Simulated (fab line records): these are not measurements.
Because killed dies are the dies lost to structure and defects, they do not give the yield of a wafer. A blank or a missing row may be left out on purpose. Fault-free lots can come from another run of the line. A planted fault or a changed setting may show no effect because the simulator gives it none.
Problem report, 8D (eight disciplines) form, completed by code :: flow n5_finfet :: the parts of the form that need people (team, actions taken, sign-off) are left out

== 1. THE PROBLEM ==
Wafers without a fault read 400.00 C, standard deviation 0.22; susceptor_temp_C at N5_BEOL_M11_PECVD_70 reads a mean of 404.20 C on 6 wafers belonging to 2 lots. That puts it +19 standard deviations away from the usual mean.
The step: deposits SiO2 from TEOS/O2, target thk 20 nm, time 22.7 s.
Earliest sighting: wafer L461.4 on pecvd-02 at day 13 06:24. At this step, 12 wafers from 4 lots have a number in the record. Rule for "out", or "out of limits": more than 4 standard deviations from the usual mean. The rest of the wafers with a number are treated as sound.

== 2. WHAT IT IS AND WHAT IT IS NOT ==
question: which readings at this step
is: susceptor_temp_C
is not: heater_power_w, showerhead_plenum_p_Torr, showerhead_vpp_V, throttle_valve_pct

question: which lots
is: L461, L462
is not: L469, L473

question: which wafers of those lots
is: all that have a number
is not: -

question: read on which tools
is: pecvd-02
is not: pecvd-03

question: when
is: from day 13 06:24
is not: up to then (0 sound wafers); but 6 sound wafers of L469, L473 came after

== 3. SUSPECTS, AND WHAT RULES EACH OUT ==
Counting: a tool stays on the suspect list if, at a process step up to the reading, it processed all lots that are out and no sound lot following the first of them.
- pecvd-02 at N5_BEOL_M11_PECVD_70 (deposits SiO2 from TEOS/O2, target thk 20 nm, time 22.7 s): kept. It ran every lot that is out, first L461 (day 13 06:24), and no sound lot after that. On those wafers its own readings are out: susceptor_temp_C.
Remaining after the count: pecvd-02 at N5_BEOL_M11_PECVD_70.

== 4. THE CAUSE (what the simulator had put in) ==
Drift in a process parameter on pecvd-02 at N5_BEOL_M11_PECVD_70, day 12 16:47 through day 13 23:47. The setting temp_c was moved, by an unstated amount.
Only this tool survived the counting.

== 5. THE CHAIN OF EFFECTS, in route order ==
Rows list readings where the struck wafers' mean (over those with a number) sits beyond 3 standard deviations from the usual. Only readings whose record carries a usual standard deviation are examined. hours: median over the lots of the time between each lot's start at the first step of this table that gives one and its start at this step. sigmas: the change, counted in usual standard deviations.
hours: 0
step: N5_BEOL_M11_PECVD_70
reading: susceptor_temp_C
usual: 400.00 C
on struck wafers: 404.20
change: +4.20
sigmas: +19
Its process steps:
- N5_BEOL_M11_PECVD_70: deposits SiO2 from TEOS/O2, target thk 20 nm, time 22.7 s.

== 6. WHAT WOULD HAVE CAUGHT IT SOONER ==
14 hours passed between the start of the fault at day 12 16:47 and the first reading out of limits in this record, taken at day 13 06:24.
